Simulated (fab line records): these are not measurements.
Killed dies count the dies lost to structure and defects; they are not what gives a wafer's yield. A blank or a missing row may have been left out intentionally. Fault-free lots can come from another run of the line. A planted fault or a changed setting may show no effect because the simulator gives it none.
fab line records ; flow n5Finfet
[record] lots = 5; wafers = 15; lastDay = 16
route steps=1938 shown FIN_CUT@175 STI_FIN_REVEAL@183 DUMMY_GATE@212 BEOL_M4@1111 PASSIVATION@1936
lots that met no fault: taken from a fault-free run of the same line
startH: start of the lot's first displayed wafer, in hours after the record's first day ; waitH: time in hours since the lot's previous step ; " identical to the entry in the row above ; L1.1+2: a row that stands for several wafers ; - value missing, or start not given ; * or withheld: withheld ; < > ~ a bound
route shown NAME@n: NAME is a module with steps in the file, n the number in the route of the first one ; usual: the fault-free wafers' mean and standard deviation ; same: alike in all rows ; chamber/n: place in a boat ; sites: the reading at each site ; _std_site: standard deviation across them ; _edge_site: mean of outer sites minus mean of inner sites ; radiusMm: how far each site lies from the wafer's centre ; mask NAME#n: copy n ; behind: the last tool/chamber to shape the wafer ; hold: what put the lot on hold/how long, in hours/how the hold closed ; device: which transistor (n, p or np) failed to switch ; end of line: the route-end tests of the same wafers ; where a step has no rows: the recipe by itself ; killed: dies lost to structure and defects at the first sort, not the wafer's yield ; map: the dies of a wafer, with x for killed, . for not killed, _ for no die there
set.NAME: the setting the step ran with; set.NAME@STEP: the setting that earlier step ran with ; model.NAME: the simulator's own value behind a step, which no gauge read
lots at selected steps of the route; one table per step, one row per wafer
services: from which hour (startH, from the record's first day; less than 0 if before it) a tool's chamber was out of use, for how many hours, and why
[[steps]]
[step N5_FIN_CUT_PRECLEAN_35]
[recipe] timeS = 13.3; tempC = 45; pressureTorr = 125; pHfTorr = 3; pCoreactantTorr = 25; chemistry = vHF
[step N5_FIN_CUT_CUT_ETCH_15]
[recipe] chemistry = HBr/Cl2/O2; target = Si; targetDepthA = 1000; btTimeS = 10; maskMaterial = SOC; timeS = 42.4; ionEnergyEv = *; biasW = *; pressureMtorr = 10; icpW = 800; HBr_flow_sccm = 150; Cl2_flow_sccm = 80; O2_flow_sccm = 12
[step N5_FIN_CUT_CUT_ETCH_28]
[recipe] chemistry = HBr/Cl2/O2; target = Si; targetDepthA = 60; maskMaterial = SOC; timeS = 2.4; ionEnergyEv = *; biasW = *; pressureMtorr = 10; icpW = 800; HBr_flow_sccm = 150; Cl2_flow_sccm = 80; O2_flow_sccm = 12
[step N5_FIN_CUT_STRIP_22]
[recipe] chemistry = N2/H2; powerW = 500; tempC = 40; pressureMtorr = 50; rfFrequencyHz = 6e+07; overashFraction = 0.3; biasPowerW = 8; h2Frac = 0.5; n2FlowSccm = 300; h2FlowSccm = 300
[step N5_FIN_CUT_PRECLEAN_36]
[recipe] chemistry = O3/DIW; timeS = 60; tempC = 22; o3Ppm = 10
[step N5_FIN_CUT_SRD_32]
[recipe] dry = ipaMarangoni; timeS = 30; tempC = 23; rinseLiquid = diw
[step N5_FIN_CUT_UV_OZONE_34]
[recipe] timeS = 120; pressureTorr = 760; tempC = 25
[step N5_STI_FIN_REVEAL_ALD_00]
[recipe] material = SiO2; targetThkA = 10; tempC = 300; aldPrecursorFamily = BDEAS; aldCoReactant = O2-plasma; pulseTimeS = 1; pressureTorr = 2
[step N5_STI_FIN_REVEAL_ALD_14]
[recipe] material = Si3N4; targetThkA = 30; tempC = 400; aldPrecursorFamily = SiH2I2; aldCoReactant = N2/H2-plasma; pressureTorr = 2
[step N5_STI_FIN_REVEAL_FCVD_FILL_01]
[recipe] material = SiO2_flowable; targetThkA = 3120; tempC = 100; pressureTorr = 0.8; rfW = 2000; timeS = 512.2
[step N5_STI_FIN_REVEAL_DENSIFY_02]
[recipe] tempC = 650; ambient = steam; timeS = 1800; idleTempC = 400; densificationPH2oTorr = 640
[step N5_STI_FIN_REVEAL_CMP_04]
[recipe] stopOn = Si3N4; tOverpolishS = 4; downForcePsi = 2; platenRpm = 54.18; postCmpClean = alkalineBrush; padVelocityMS = 1.078; targetThkNm = 131.83
[usual] motorCurrentA = 8.2/0.85; overpolishRunS = 3.999/0.0097; padLifeWafers = 1124/510; retainingRingPressureFrac = 1.000/0.0052; timeToEndpointS = 105/5.1
lot.wafer;tool;chamber;startH;waitH;motorCurrentA;overpolishRunS;padLifeWafers;retainingRingPressureFrac;timeToEndpointS
L391.2;cmp-04;3;46.84;0.0;8.2;3.999;1458;1.004;109
L391.1;cmp-04;0;46.84;0.0;8.0;4.014;1459;0.988;107
L391.5;cmp-04;3;46.84;0.0;7.9;4.004;-;1.004;107
L397.4;cmp-04;2;82.81;0.0;8.2;3.988;1782;1.000;107
L397.1;cmp-04;0;82.81;0.0;8.6;3.998;1784;1.010;105
L397.6;cmp-04;3;82.81;0.0;7.9;4.002;-;0.999;119
L398.2;cmp-04;0;87.00;0.1;8.4;3.998;1814;0.999;105
L398.3;cmp-04;1;87.00;0.1;7.1;4.002;1815;0.991;106
L398.6;cmp-04;3;87.00;0.1;8.1;4.018;-;0.993;112
L399.1;cmp-04;0;95.66;0.1;8.9;3.999;1873;1.001;112
L399.3;cmp-04;2;95.66;0.1;8.4;4.003;1875;0.999;110
L399.5;cmp-04;0;95.66;0.1;9.0;4.000;-;1.001;112
L409.4;cmp-02;2;153.41;0.1;8.2;3.999;1220;1.003;106
L409.5;cmp-02;0;153.41;0.1;9.3;4.004;-;0.990;107
L409.6;cmp-02;1;153.41;0.1;7.0;3.995;-;1.007;103
[step N5_STI_FIN_REVEAL_DENSIFY_30]
[recipe] tempC = *; timeS = *; ambient = N2; idleTempC = 600; rampUpCPerS = 150; rampDownCPerS = 60; coolToC = 600
[step N5_STI_FIN_REVEAL_ETCHBACK_08]
[recipe] chemistry = C4F6/O2; target = SiO2; targetDepthA = 305; timeS = 10.167; ionEnergyEv = 250; pressureMtorr = 30; sourceW = 345; biasW = 185; Ar_flow_sccm = 300; C4F6_flow_sccm = 10; O2_flow_sccm = 10
[step N5_STI_FIN_REVEAL_STRIP_24]
[recipe] chemistry = N2/H2; timeS = 90; powerW = 100; tempC = 40; pressureMtorr = 100; rfFrequencyHz = 6e+07; biasPowerW = 3; n2FlowSccm = 300; h2FlowSccm = 300
[step N5_STI_FIN_REVEAL_PRECLEAN_25]
[recipe] chemistry = SPM; timeS = 90; tempC = 120; mix = 4:1
[step N5_STI_FIN_REVEAL_PRECLEAN_26]
[recipe] chemistry = SC1; timeS = 45; tempC = 46; mix = 1:2:100
[step N5_STI_FIN_REVEAL_PRECLEAN_29]
[recipe] chemistry = DHF; timeS = 30; tempC = 25; dilution = 300:1
[step N5_STI_FIN_REVEAL_SRD_12]
[recipe] timeS = 30; tempC = 23; rinseLiquid = diw; dry = ipaMarangoni
[step N5_STI_FIN_REVEAL_RECESS_09]
[recipe] chemistry = HF/NH3; target = SiO2; afsCycles = 11; targetDepthA = 425; tempC = 30; sublimationTempC = 180; sublimationTimeS = 60
[step N5_STI_FIN_REVEAL_STRIP_16]
[recipe] chemistry = H3PO4; material = SiNx; tempC = 165; targetDepthA = 238; overetchFraction = 0.4964; dry = ipaMarangoni
[step N5_STI_FIN_REVEAL_PRECLEAN_17]
[recipe] chemistry = NF3:NH3; afsCycles = 1; tempC = 30; timeS = 20; sublimationTempC = 180; sublimationTimeS = 60; pressureTorr = 3; rfPowerW = 30
[step N5_STI_FIN_REVEAL_ETCH_34]
[recipe] chemistry = H2; mode = isotropic; material = Si; target = Si; targetDepthA = 9.7; tempC = 20; pressureMtorr = 4.5; icpW = 300; biasW = 0; h2FlowSccm = 7.5; heFlowSccm = 142.5
[step N5_STI_FIN_REVEAL_OXIDATION_31]
[recipe] chemistry = O2_PLASMA_REMOTE; tempC = 150; timeS = 20; pressureMtorr = 1000; sourcePowerW = 2000; o2FlowSccm = 3000
[step N5_STI_FIN_REVEAL_PRECLEAN_32]
[recipe] chemistry = NF3:NH3; afsCycles = 1; tempC = 30; timeS = 20; sublimationTempC = 180; sublimationTimeS = 60; pressureTorr = 3; rfPowerW = 30
[step N5_STI_FIN_REVEAL_STRIP_35]
[recipe] chemistry = H3PO4; material = Si3N4; tempC = 165; targetDepthA = 40; timeS = 39
[step N5_STI_FIN_REVEAL_SRD_21]
[recipe] dry = ipaMarangoni; timeS = 30; tempC = 23; rinseLiquid = diw
[step N5_STI_FIN_REVEAL_OXIDATION_33]
[recipe] chemistry = O2_PLASMA_REMOTE; tempC = 150; timeS = 20; pressureMtorr = 1000; sourcePowerW = 2000; o2FlowSccm = 3000
[step N5_STI_FIN_REVEAL_CLEAN_19]
[recipe] chemistry = O3/DIW; tempC = 25; timeS = 120; o3Ppm = 10
[step N5_STI_FIN_REVEAL_SRD_23]
[recipe] dry = ipaMarangoni; timeS = 30; tempC = 23; rinseLiquid = diw
[step N5_STI_FIN_REVEAL_PRECLEAN_18]
[recipe] chemistry = SC2; timeS = 45; tempC = 35; mix = 1:1:50
[step N5_STI_FIN_REVEAL_SRD_28]
[recipe] dry = ipaMarangoni; timeS = 30; tempC = 23; rinseLiquid = diw
[step N5_STI_FIN_REVEAL_INSPECT_13]
[recipe] inspectInstrument = darkfield; mode = postClean
[usual] rawDefectCount = 13/5.2
lot.wafer;tool;chamber;startH;waitH;rawDefectCount
L391.1;defectInspect-01;-;50.58;0.0;16
L391.2;defectInspect-01;-;50.58;0.0;12
L391.5;defectInspect-01;-;50.58;0.0;8
L397.1;defectInspect-01;-;86.47;0.0;276
L397.4;defectInspect-01;-;86.47;0.0;13
L397.6;defectInspect-01;-;86.47;0.0;18
L398.2;defectInspect-02;-;90.60;0.0;266
L398.3;defectInspect-02;-;90.60;0.0;8
L398.6;defectInspect-02;-;90.60;0.0;7
L399.1;defectInspect-02;-;99.20;0.0;243
L399.3;defectInspect-02;-;99.20;0.0;3
L399.5;defectInspect-02;-;99.20;0.0;259
L409.4;defectInspect-01;-;157.22;0.0;18
L409.5;defectInspect-01;-;157.22;0.0;11
L409.6;defectInspect-01;-;157.22;0.0;10
[step N5_DUMMY_GATE_PRECLEAN_00]
[recipe] chemistry = O3/DIW; timeS = 60; tempC = 22; o3Ppm = 10
[step N5_BEOL_M4_RC_MEAS_101]
[usual] DIBL_N = 36.2/1.5; DIBL_P = 36.2/1.7; IOFF_N = 0.155/0.021; IOFF_P = 0.216/0.026; ION_N = 674/11; ION_P = 464/6.8; SS_N = 71.5/0.56; SS_P = 73.3/0.6; VT_N = 250.2/2.6; VT_P = -249.3/2.5
lot.wafer;tool;chamber;startH;waitH;DIBL_N[mV/V];DIBL_P[mV/V];IOFF_N[nA/um];IOFF_P[nA/um];ION_N[uA/um];ION_P[uA/um];SS_N[mV/dec];SS_P[mV/dec];VT_N[mV];VT_P[mV]
L391.1;prober-01;0;178.33;0.0;36.2;36.7;0.176;0.236;684;461;72.4;73.6;247.2;-246.5
L391.2;prober-01;0;178.33;0.0;34.7;34.3;0.140;0.201;678;463;71.4;74.0;251.6;-250.2
L391.5;prober-01;0;178.33;0.0;35.4;35.3;0.153;0.210;677;464;71.8;73.5;249.3;-249.5
L397.1;prober-02;0;209.87;0.0;35.4;36.4;0.140;0.201;676;464;71.4;73.3;253.5;-254.5
L397.4;prober-02;0;209.87;0.0;35.7;37.3;0.146;0.216;665;460;72.3;74.0;252.0;-251.0
L397.6;prober-02;0;209.87;0.0;36.7;38.0;0.153;0.233;672;462;71.4;73.1;252.1;-249.7
L398.2;prober-01;0;217.42;0.2;34.8;36.4;0.145;0.204;672;460;72.3;73.4;253.2;-250.8
L398.3;prober-01;0;217.42;0.2;35.2;36.6;0.159;0.211;671;460;72.3;73.0;250.2;-249.9
L398.6;prober-01;0;217.42;0.2;35.3;37.0;0.158;0.215;664;461;71.4;73.1;248.6;-250.1
L399.1;prober-01;0;228.61;0.0;36.6;35.7;0.164;0.237;677;459;72.1;73.3;248.7;-245.7
L399.3;prober-01;0;228.61;0.0;35.5;34.3;0.143;0.217;661;458;71.5;72.2;248.0;-247.7
L399.5;prober-01;0;228.61;0.0;35.6;34.1;0.151;0.207;671;456;71.9;73.1;248.4;-249.8
L409.4;prober-02;0;287.35;0.5;39.7;39.5;0.182;0.252;695;472;72.2;73.4;248.7;-245.1
L409.5;prober-02;0;287.35;0.5;38.2;37.4;0.161;0.227;682;467;71.3;72.9;249.1;-249.9
L409.6;prober-02;0;287.35;0.5;39.7;39.3;0.189;0.250;684;464;71.7;73.0;247.3;-247.4
[step N5_PASSIVATION_PROBE_49]
[usual] defectLimitedYield = 91.3/1.3; killed_at_M0_to_M3 = 32/11; killed_at_M4_up = 15/5.6; killedAtContacts = 12/6; killedAtFrontEnd = 40/11; killedAtOther = 3.5/2.6; killedDies = 102/15; killedOnRim = 13/3.4; killedOpen = 67/12; killedShort = 34/7.3; sort_bin_5_function = 5.1/0.85; sort_bin_6_memory = 3.2/0.61; sortNPass = 1078/15; sortYieldPct = 91.3/1.3
[same] grossDies = 1180; killedAtBackSide = 0; sort_bin_4_leakage[%] = 0; sort_bin_8_speed[%] = 0
lot.wafer;tool;chamber;startH;waitH;defectLimitedYield[%];killed_at_M0_to_M3;killed_at_M4_up;killedAtContacts;killedAtFrontEnd;killedAtOther;killedDies;killedOnRim;killedOpen;killedShort;sort_bin_5_function[%];sort_bin_6_memory[%];sortNPass;sortYieldPct[%]
L391.1;prober-02;-;287.81;0.5;92.2;30;18;15;22;7;92;17;59;30;5.2;2.6;1088;92.2
L391.2;prober-02;-;287.86;0.5;91.9;34;10;5;40;7;96;10;60;36;5.2;2.4;1084;91.9
L391.5;prober-02;-;288.01;0.7;89.8;21;16;20;60;3;120;13;76;42;6.4;3.5;1060;89.8
L397.1;prober-02;-;308.94;0.0;72.9;25;10;11;271;3;320;34;75;25;17.3;8.8;860;72.9
L398.2;prober-01;-;319.99;0.1;74.7;28;10;7;247;6;298;41;58;29;15.8;8.4;882;74.7
L398.3;prober-01;-;320.04;0.1;89.2;56;17;13;37;5;128;17;84;41;6.7;3.3;1052;89.2
L398.6;prober-01;-;320.19;0.3;91.4;35;11;12;39;4;101;9;62;36;4.6;3.7;1079;91.4
L399.1;prober-02;-;335.78;0.0;75.8;22;17;10;235;1;285;30;50;31;14.9;7.3;895;75.8
L399.5;prober-02;-;335.98;0.2;71.4;43;8;16;269;2;338;44;77;32;17.1;9.7;842;71.4
L409.4;prober-02;-;389.15;0.2;93.2;28;6;22;23;1;80;12;54;26;4.1;2.6;1100;93.2
L409.5;prober-02;-;389.20;0.2;94.9;21;6;7;26;0;60;8;38;21;3.0;1.9;1120;94.9
L409.6;prober-02;-;389.25;0.3;91.0;36;8;20;38;4;106;12;71;35;5.0;3.8;1074;91.0
// killed by level:class
L391.1 MOL_CONTACT_COAG:geometricParticle:open=14 BEOL_M2:geometricParticle:open=11 BEOL_M4:geometricParticle:open=7 BEOL_M4:geometricParticle:short=6 FIN_SAQP:geometricParticle:short=5 DUMMY_GATE:geometricParticle:open=5 BEOL_M1:geometricParticle:short=4 STI_FIN_REVEAL:geometricParticle:open=3
L391.2 FIN_SAQP:geometricParticle:short=14 FIN_SAQP:geometricParticle:open=9 BEOL_M1:geometricParticle:open=9 BEOL_M3:geometricParticle:open=7 GATE_CUT:geometricParticle:short=5 BEOL_M2:geometricParticle:open=5 MOL_CONTACT_COAG:geometricParticle:open=5 BEOL_M4:geometricParticle:open=5
L391.5 FIN_SAQP:geometricParticle:open=16 FIN_SAQP:geometricParticle:short=13 MOL_CONTACT_COAG:geometricParticle:open=13 STI_FIN_REVEAL:geometricParticle:open=7 DUMMY_GATE:geometricParticle:open=7 MOL_CONTACT_COAG:geometricParticle:short=7 BEOL_M1:geometricParticle:open=5 BEOL_M2:geometricParticle:open=4
L397.1 STI_FIN_REVEAL:unspecified=220 STI_FIN_REVEAL:geometricParticle:open=25 MOL_CONTACT_COAG:geometricParticle:open=11 ILD0:geometricParticle:open=6 BEOL_M1:geometricParticle:open=6 BEOL_M2:geometricParticle:open=6 STI_FIN_REVEAL:geometricParticle:short=5 BEOL_M4:geometricParticle:open=5
L398.2 STI_FIN_REVEAL:unspecified=210 BEOL_M0_SAQP:geometricParticle:short=9 BEOL_M0_SAQP:geometricParticle:open=8 DUMMY_GATE:geometricParticle:open=7 MOL_CONTACT_COAG:geometricParticle:open=6 FIN_SAQP:geometricParticle:open=5 STI_FIN_REVEAL:geometricParticle:open=5 BEOL_M3:geometricParticle:open=4
L398.3 BEOL_M0_SAQP:geometricParticle:open=21 BEOL_M3:geometricParticle:open=12 FIN_SAQP:geometricParticle:short=9 MOL_CONTACT_COAG:geometricParticle:open=9 BEOL_M0_SAQP:geometricParticle:short=9 FIN_SAQP:geometricParticle:open=8 DUMMY_GATE:geometricParticle:open=5 BEOL_M0:geometricParticle:open=5
L398.6 BEOL_M0_SAQP:geometricParticle:open=15 BEOL_M0_SAQP:geometricParticle:short=12 FIN_SAQP:geometricParticle:short=10 MOL_CONTACT_COAG:geometricParticle:open=10 FIN_SAQP:geometricParticle:open=9 STI_FIN_REVEAL:geometricParticle:open=7 BEOL_M4:geometricParticle:open=4 STARTING-WAFER:geometricParticle:open=4
L399.1 STI_FIN_REVEAL:unspecified=204 FIN_SAQP:geometricParticle:open=10 FIN_SAQP:geometricParticle:short=9 BEOL_M1:geometricParticle:open=8 MOL_CONTACT_COAG:geometricParticle:open=8 BEOL_M4:geometricParticle:open=6 BEOL_M3:geometricParticle:open=5 BEOL_M4:geometricParticle:short=5
L399.5 STI_FIN_REVEAL:unspecified=225 MOL_CONTACT_COAG:geometricParticle:open=14 BEOL_M1:geometricParticle:open=12 FIN_SAQP:geometricParticle:short=11 FIN_SAQP:geometricParticle:open=10 BEOL_M2:geometricParticle:open=9 BEOL_M0_SAQP:geometricParticle:short=7 ILD0:geometricParticle:open=6
L409.4 MOL_CONTACT_COAG:geometricParticle:open=18 BEOL_M2:geometricParticle:open=10 BEOL_M0_SAQP:geometricParticle:short=7 FIN_SAQP:geometricParticle:short=6 STI_FIN_REVEAL:geometricParticle:open=4 MOL_CONTACT_COAG:geometricParticle:short=4 FIN_SAQP:geometricParticle:open=3 BEOL_M3:geometricParticle:open=3
L409.5 MOL_CONTACT_COAG:geometricParticle:open=6 BEOL_M1:geometricParticle:open=6 FIN_SAQP:geometricParticle:short=4 BEOL_M2:geometricParticle:open=4 STARTING-WAFER:geometricParticle:short=4 STI_FIN_REVEAL:geometricParticle:open=3 BEOL_M0_SAQP:geometricParticle:open=3 GATE_CUT:geometricParticle:short=3
L409.6 MOL_CONTACT_COAG:geometricParticle:open=15 BEOL_M3:geometricParticle:open=9 STI_FIN_REVEAL:geometricParticle:open=8 BEOL_M0_SAQP:geometricParticle:open=8 BEOL_M2:geometricParticle:open=8 FIN_SAQP:geometricParticle:open=5 MOL_CONTACT_COAG:geometricParticle:short=5 BEOL_M0_SAQP:geometricParticle:short=5
// map L397.1 (x killed, . not)
_________________....x.....x.________________
______________......xx.x.......x_____________
___________......xx........x..x....__________
__________...xx...x...........x....._________
________.x.x..........xx.............._______
_______..x...xxx.........x.xx.x...x....______
______..xx..x...........x....x....xxx..._____
_____..x......x.x..x........x............____
____....x......x........xxx...x...x.x.....___
___...x.x.x...xxx.x..x.xx.x.........xxx...x__
___xx...x.....x...x.x.x.......xx......x.xx.__
__x.x..x...x.xxx.......x.x.x......xx..xx..x._
__..x.x.....x....x...xx.x...........xx....x._
_x.x.x...x..x......x..xx.x......xxx......x...
_.x..x.xx.x.x...x................x.xxxx...xxx
_..x...x.......x..x.....x...x..x...x.....xx..
_.......xxxx....x..x...x...........x.xx...x.x
_.............x.....xx...x.......x..x.....x..
_.....x....xx...x..xx..x..x......x..x.x.xxxx.
_........x.x.x...x....xx....x.x.....x...x..x.
_.x...x...xx.x.x.......x.x....x...x....x.x...
__..x.xx.x.xx....xx....x.x....x.x..xxx.....x_
__.x..x.....x.x......xx.x.x..xx..x.x....x.x._
___.xx.x..xx.xx.xx.....x...x.x.x....x......__
___...x.xxxxx.x....x...x.x..x............x.__
____..x.....x....xx.x...x....xx.x...x.xx.x___
_____xx....x..............x............x.____
______xx.x...x..x...xx...x...........x.._____
_______.....x..x...xx.x.x....x.x.x....x______
________..x...x..xxx....x.x....x...x.x_______
__________.xx....xxx.....x.....x...._________
___________x..x.xx.x.......x....xx.__________
______________x...x......xxx...._____________
_________________x.x.........________________
// map L398.2 (x killed, . not)
_________________...x.x.x.xx.________________
______________.x..x......x......_____________
___________x.x.....xx..xx..x.....x.__________
__________........xx...............x_________
________xx....x..x.x..xx........x....x_______
_______xx...x.................x...x.x..______
______x.......x...............xx........_____
_____.x...........xx......xx..x.xx..x....____
____......xx...x........x..x.xx...x.....x.___
___...........x.xx..x....x.......x.xx...xxx__
___.....xx....x..x.xx....xx....x....x......__
__.x...x.x....x...x.......x.....x.........x._
__.x..x....x..x.x.xx...x...........x.x....xx_
_.....x.x.....xx..x.x..x....x...xxxx.......x.
_...x.x..............x...x......x.x.x....x.x.
_.xxxx..xxxx........xx.xx..x......x..x...x...
_.x.x......x....x..x.....x.x...x...x...x....x
_..x.x.....x...x...xx.x.....x......xxx.....x.
_.......x..x..x.....x..xx....x..x...xxxx...xx
_.........x.xxx..x.........x....x...xxx.x....
_x....x..xxx..xxx...x.x.xx.xx..x.x....x....x.
__..x..x...........x.x.....x.........x......_
__.x...xxx.x...x..x.xx..........xxx.......x._
___..xx..x.x..xx..x...............x.......x__
___..x..x..x..x.......x.x...x.xxxx...x.....__
____...x.......x.x.x..x.......xx..xx.....x___
_____...xxx....xxx.xxx...............x...____
______...x.....x...xx..x..........x....._____
_______.......x.xx...x........x........______
________....x...x......x.......x.x.x.x_______
__________.....x..xx...x..x.x......._________
___________........x....x........x.__________
______________x.......xx..xx...._____________
_________________x..xxx....x.________________
[[services]]
tool;chamber;startH;hours;kind
cmp-02;-;24.65;5.2;repair
cmp-04;-;39.35;3.0;repair
cmp-02;-;59.91;3.9;pm
cmp-04;-;103.27;3.5;pm
cmp-04;-;122.19;4.0;pm
cmp-04;-;126.19;-;consumableReplace:conditioner
cmp-04;-;126.19;-;consumableReplace:pad
cmp-04;-;131.36;2.8;repair
cmp-02;-;140.25;1.0;repair
[[key]]
[firstSign] step = N5_STI_FIN_REVEAL_INSPECT_13; reading = rawDefectCount; direction = up; sigmas = 48; usual = 13; struck = 261
[effect] step = N5_PASSIVATION_PROBE_49; reading = killedAtFrontEnd; direction = up; sigmas = 20; usual = 40; struck = 256
[moreKillsBornAt] N5_STI_FIN_REVEAL_CMP_04@cmp-04 = 858
metAt N5_STI_FIN_REVEAL_CMP_04
struckWafers L397.1,L398.2,L399.1,L399.5
onsetBetween 46.84 82.81
[fault] kind = chamberParticleSource; tool = cmp-04; chamber = 0; onsetH = 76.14; steps = N5_STI_FIN_REVEAL_CMP_04; ratePerVisitCm2 = 0.39526; endH = 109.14
